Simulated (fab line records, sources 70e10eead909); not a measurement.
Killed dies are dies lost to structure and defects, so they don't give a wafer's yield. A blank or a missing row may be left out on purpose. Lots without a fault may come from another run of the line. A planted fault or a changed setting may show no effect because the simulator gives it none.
A struck lot beside a sound one | flow nand_harc | 13 steps out of a route of 1302
Sound: wafers L243.2, L243.5, L243.6. Struck: wafers L237.3, L237.5. The cause comes at the end.
At each step with rows: each side's tool, then ch and its chambers, then its first start. Under that, the readings that differ: sound wafers | struck wafers | difference of the means | sigmas: that difference in standard deviations of wafers without a fault.
alike: readings whose means differ by less than 2 such deviations, and words and numbers that are the same on both sides. not compared: withheld readings, readings that some wafer has no value for, bounds like >300 that may hide the same value, and numbers for which the record gives no deviation and whose values overlap.
The two part at a step that has a row with sigmas, a row that says differs or no value, or rows on one side only. Numbers that don't overlap but have no deviation are shown without sigmas and don't part them. A reading that every wafer of one side lacks parts them only if that side has two wafers or more.

first, 5 steps without rows for these wafers: NHARC_A_STAIRCASE_EBR_05; NHARC_A_STAIRCASE_EXPOSE_06 (exposes mask STAIR); NHARC_A_STAIRCASE_PEB_07 (peb time 130 s); NHARC_A_STAIRCASE_DEVELOP_08 (time 140 s); NHARC_A_STAIRCASE_HARDBAKE_10 (time 140 s).
NHARC_A_STAIRCASE_DESCUM_11: chemistry O2, time 3 s.
  sound on rie_diel-05 ch 0,1,3, day 22 06:17; struck on rie_diel-06 ch 0,1, day 20 06:44
  alike: drypump_motor_current_A, mfc_ar_sccm, oes_product_au, rf_vpp_V, showerhead_plenum_p_Torr, throttle_valve_pct
  not compared: rf_hours_counter_h
then, 2 steps without rows for these wafers: NHARC_A_STAIRCASE_TRIM_12 (chemistry O2, time 211.2 s); NHARC_A_STAIRCASE_ETCH_13 (etches the open film in C4F8/O2, target depth 100 nm, time 40.5 s).
NHARC_A_STAIRCASE_TRIM_14: chemistry O2, time 211.2 s.
  sound on rie_diel-05 ch 0,1,3; struck on rie_diel-06 ch 1,3
  alike: drypump_motor_current_A, mfc_ar_sccm, oes_product_au, rf_vpp_V, showerhead_plenum_p_Torr, throttle_valve_pct
  not compared: rf_hours_counter_h
NHARC_A_STAIRCASE_ETCH_15: etches the open film in C4F8/O2, target depth 100 nm, time 40.5 s.
  sound on rie_diel-05 ch 2,3; struck on rie_diel-06 ch 1,3
  alike: oes_product_au, rf_vpp_V
  not compared: rf_hours_counter_h
NHARC_A_STAIRCASE_TRIM_16: chemistry O2, time 211.2 s.
  sound on rie_diel-05 ch 1,2,3; struck on rie_diel-06 ch 1,2
  alike: drypump_motor_current_A, mfc_ar_sccm, oes_product_au, rf_vpp_V, showerhead_plenum_p_Torr, throttle_valve_pct
  not compared: rf_hours_counter_h
NHARC_A_STAIRCASE_ETCH_17: etches the open film in C4F8/O2, target depth 100 nm, time 40.5 s.
  sound on rie_diel-05 ch 1,2,3, day 22 11:20; struck on rie_diel-06 ch 2, day 20 07:26
  reading               | sound             | struck      | difference | sigmas
  oes_product_au (a.u.) | 0.942 0.929 0.964 | 0.791 0.782 | -0.158     | -10
  alike: rf_vpp_V
  not compared: rf_hours_counter_h
NHARC_A_STAIRCASE_TRIM_18: chemistry O2, time 211.2 s.
  sound on rie_diel-05 ch 2,3; struck on rie_diel-06 ch 0,3
  alike: drypump_motor_current_A, mfc_ar_sccm, oes_product_au, rf_vpp_V, showerhead_plenum_p_Torr, throttle_valve_pct
  not compared: rf_hours_counter_h

WHERE THEY PART
Only at NHARC_A_STAIRCASE_ETCH_17, within this record. Later steps at which nothing parts them and some readings are alike: NHARC_A_STAIRCASE_TRIM_18.

WHY: what the simulator had put in
Process parameter drift: rie_diel-06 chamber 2, from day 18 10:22 on, at NHARC_A_STAIRCASE_ETCH_17. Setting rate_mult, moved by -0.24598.
